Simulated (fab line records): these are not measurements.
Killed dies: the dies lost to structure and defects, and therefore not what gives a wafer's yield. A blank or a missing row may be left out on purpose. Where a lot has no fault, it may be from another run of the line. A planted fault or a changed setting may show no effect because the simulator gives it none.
Chamber matching    flow n5-finfet    N5_DUMMY_GATE_ALD_02 on ald-sin-02 has 4 sister chambers
The step deposits SiO2, target thk 2 nm, pulse time 1 s. 8 wafers are shown with their chamber, then 7 later ones without.

WAFERS, EACH WITH ITS CHAMBER
wafer   chamber  heater-power-w (W)  precursor-pulse-height-rel
L081.3  2        380                 1.017
L089.3  3        456                 1.025
L089.4  0        462                 1.027
L091.3  2        372                 0.998
L091.5  0        463                 0.971
L091.6  1        526                 1.003
L093.3  1        516                 0.992
L093.4  3        447                 1.009

WAFERS WHOSE CHAMBER IS MISSING
wafer   heater-power-w (W)  precursor-pulse-height-rel
L093.6  522                 0.987
L094.1  435                 1.011
L094.4  525                 0.971
L094.5  446                 1.021
L095.3  524                 1.000
L095.5  376                 0.977
L095.6  531                 1.035

EACH ONE'S CHAMBER
wafer    from the rows above   in truth
L093.6   1                     1
L094.1   3                     3
L094.4   1                     1
L094.5   3                     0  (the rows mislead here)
L095.3   1                     1
L095.5   2                     2
L095.6   1                     1
Correctly placed: 6 of 7. Left unplaced by these rows: 0. Placed wrongly: 1.
How it was worked out, from the rows above alone: a wafer's distance from a chamber is the root of the sum, over the readings, of the square of ((its reading less the chamber's mean) divided by the reading's scatter). The wafer belongs to the nearest chamber; if the next one is less than 2 further off, it can't be placed. Each chamber's mean is taken over the wafers shown for it. How the scatter is found: for the shown wafers, subtract from each reading the mean of its chamber, square and add these, divide the total by (wafers less chambers), then take the root.
